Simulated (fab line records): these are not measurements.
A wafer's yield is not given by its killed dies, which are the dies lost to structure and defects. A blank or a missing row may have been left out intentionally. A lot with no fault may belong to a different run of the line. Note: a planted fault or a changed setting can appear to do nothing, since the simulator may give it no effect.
Which of the tools did it? -- flow nandHarc -- Sampling: 7 lots, 21 wafers, 3 of 1302 route steps

## WHAT EACH GAUGE READ, for each wafer
NHARC_A_CHANNEL_HOLE_D2_CD_MEAS_31.
lot,measured,on,cdNm (nm)
L285,day 13 15:50,cdSem-02,87.6 87.1 87.1
L289,day 15 14:18,cdSem-03,88.8 88.8 90.3
L294,day 18 04:29,cdSem-01,90.3 91.5 92.4
L297,day 19 00:01,cdSem-02,1.4 -0.1 0.0
L298,day 20 05:45,cdSem-01,89.3 90.3 90.3
L304,day 22 15:04,cdSem-03,89.7 90.9 91.4
L307,day 23 01:52,cdSem-02,89.0 87.1 91.2

## TOOL THAT RAN EACH LOT (tool first, then ch and the chambers of the sampled wafers, then the start)
lot,NHARC_A_CHANNEL_HOLE_D2_ETCH_24,NHARC_A_CHANNEL_HOLE_D2_STRIP_28
L285,"harEtch-01 ch 1, day 13 12:16","rieDiel-03 ch 1,3, day 13 15:50 or earlier"
L289,"harEtch-02 ch 0,1, day 15 10:55","rieDiel-03 ch 1,2,3, day 15 14:18 or earlier"
L294,"harEtch-01 ch 0,1, day 18 01:05","rieDiel-07 ch 0,1,3, day 18 04:29 or earlier"
L297,"harEtch-02 ch 0,1, day 18 20:35","rieDiel-03 ch 0,2,3, day 19 00:01 or earlier"
L298,"harEtch-02 ch 0,1, day 20 02:29","rieDiel-07 ch 1,2,3, day 20 05:45 or earlier"
L304,"harEtch-02 ch 1, day 22 11:50","rieDiel-07 ch 1,2,3, day 22 15:04 or earlier"
L307,"harEtch-01 ch 0,1, day 22 22:27","rieDiel-03 ch 0,1,3, day 23 01:52 or earlier"
- NHARC_A_CHANNEL_HOLE_D2_ETCH_24: etches the open film in C4F8/O2/Ar, time 906.2 s, target depth 1500 nm.
- NHARC_A_CHANNEL_HOLE_D2_STRIP_28: strips in O2.

## THE ANSWER, worked out from the rows above alone
Rule: the lots themselves supply what counts as usual. The widest of any qualifying gaps counts: lots, ordered by their means at a reading, are off when they make up no more than a third of the lots, leave a main group of 4 or more, and stand apart from it by 3 or more times the standard deviation of that group's means. The tables above print the reading to a certain number of digits; a main group whose means all agree to those digits is not used. Also off: a lot with no number at a reading for which 4 or more lots have one. All remaining lots with rows at the step are treated as sound.
Off: L297 (NHARC_A_CHANNEL_HOLE_D2_CD_MEAS_31, cdNm). The main group: mean 89.6 nm, standard deviation 1.3.
A tool fits if, at a process step before that reading, it ran every lot that is off, and no sound lot after the first of them. Those tools and the gauges at NHARC_A_CHANNEL_HOLE_D2_CD_MEAS_31 are tried in the same way. NHARC_A_CHANNEL_HOLE_D2_STRIP_28: start missing for some lots; hours and lot order therefore follow NHARC_A_CHANNEL_HOLE_D2_CD_MEAS_31. Of those tried, none fits.

## WHAT WAS PUT IN BY THE SIMULATOR
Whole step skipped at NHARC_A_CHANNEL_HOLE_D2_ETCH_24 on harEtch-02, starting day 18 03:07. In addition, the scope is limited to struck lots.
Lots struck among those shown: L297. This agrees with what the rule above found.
